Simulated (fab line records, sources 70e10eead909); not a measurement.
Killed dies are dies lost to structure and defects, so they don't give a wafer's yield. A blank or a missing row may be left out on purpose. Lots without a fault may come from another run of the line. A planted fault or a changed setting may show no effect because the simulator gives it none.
Which tool did it? | flow nand_harc | 12 lots, 36 wafers sampled, at 2 steps of a route of 1159

WHAT THE GAUGES READ, wafer by wafer
NHARC_P_M1_OVL_MEAS_10: pitch 260 nm.
lot  | measured     | on         | overlay_x_nm (nm) | overlay_y_nm (nm)
L603 | day 6 10:28  | overlay-01 | 1.2 0.1 0.5       | -1.0 -0.5 -0.8
L602 | day 6 11:08  | overlay-01 | 0.7 0.8 0.5       | 0.3 0.0 0.0
L601 | day 6 11:41  | overlay-01 | 0.8 0.2 1.1       | -0.5 -0.3 -0.1
L604 | day 6 20:55  | overlay-01 | -1.4 -1.5 -1.9    | 1.4 1.2 1.2
L605 | day 6 21:19  | overlay-01 | 0.5 0.5 1.1       | -0.8 -1.3 -1.0
L606 | day 7 04:42  | overlay-01 | -0.1 0.8 0.6      | -0.8 -0.2 -0.8
L607 | day 7 11:37  | overlay-01 | -0.9 -0.5 -0.5    | 0.7 1.2 0.5
L615 | day 10 06:40 | overlay-02 | -0.5 -0.7 0.2     | -0.7 -0.3 -1.1
L618 | day 10 07:10 | overlay-01 | 0.4 0.4 0.4       | 0.6 0.3 0.2
L619 | day 10 16:23 | overlay-01 | -0.2 -0.3 -1.0    | -0.1 -1.0 -0.3
L620 | day 10 16:37 | overlay-02 | 1.2 1.6 1.6       | 1.4 1.4 1.5
L621 | day 10 19:40 | overlay-01 | 0.8 0.0 0.5       | -0.8 -1.2 -1.0

WHICH TOOL RAN EACH LOT (tool, then ch and the chambers of the sampled wafers, then the start)
lot  | NHARC_P_M0_CMP_23
L603 | cmp-01 ch 0,1,3, day 6 08:34
L602 | cmp-03 ch 2,3, day 6 09:10
L601 | cmp-01 ch 0,1,2, day 6 09:43
L604 | cmp-03 ch 1,2,3, day 6 18:55
L605 | cmp-01 ch 1,2, day 6 19:29
L606 | cmp-01 ch 1,2,3, day 7 02:49
L607 | cmp-02 ch 0,2,3, day 7 09:48
L615 | cmp-01 ch 0,1,3, day 10 04:43
L618 | cmp-03 ch 0,1,2, day 10 05:14
L619 | cmp-01 ch 0,2, day 10 14:15
L620 | cmp-03 ch 0,2,3, day 10 14:23
L621 | cmp-02 ch 0,1,2, day 10 17:43
- NHARC_P_M0_CMP_23: polishes, t overpolish 20 s, target thk 117.53 nm.

WHAT THE TOOLS THEMSELVES READ (means of the sampled wafers that have a number; where no wafer has one, the mark that the record gives instead)
NHARC_P_M0_CMP_23.
lot  | tool   | motor_current_A (A) | time_to_endpoint_s (s)
L603 | cmp-01 | 11.8                | 28.3
L602 | cmp-03 | 12.8                | 27.0
L601 | cmp-01 | 11.6                | 24.0
L604 | cmp-03 | 12.7                | 27.5
L605 | cmp-01 | 11.8                | 29.5
L606 | cmp-01 | 12.1                | 27.7
L607 | cmp-02 | 11.7                | 30.5
L615 | cmp-01 | 12.1                | 26.8
L618 | cmp-03 | 12.0                | 29.5
L619 | cmp-01 | 12.5                | 23.6
L620 | cmp-03 | 12.0                | 25.9
L621 | cmp-02 | 11.8                | 29.7

THE ANSWER, worked out from the rows above alone
Rule: what is usual is taken from the lots themselves. Put in order of their means at a reading, lots are off if they are a third of the lots or fewer, leave a main group of 4 or more, and stand apart from it by a gap of 3 or more times the standard deviation of the main group's means; of several such gaps the widest counts. A main group whose means are all the same, to the digits that the tables above print for the reading, isn't used. A lot without any number at a reading at which 4 lots or more have one is off too. The other lots that the step has rows for count as sound. The gauges are gone through in route order, then the tools' own readings, and for those a lot's mean is taken as printed above. The first step at which some lot is off is used, and at that step the reading that is off furthest; a lot without a number counts as furthest.
No lot is off at any reading shown: from this, nothing can be told.

WHAT THE SIMULATOR HAD PUT IN
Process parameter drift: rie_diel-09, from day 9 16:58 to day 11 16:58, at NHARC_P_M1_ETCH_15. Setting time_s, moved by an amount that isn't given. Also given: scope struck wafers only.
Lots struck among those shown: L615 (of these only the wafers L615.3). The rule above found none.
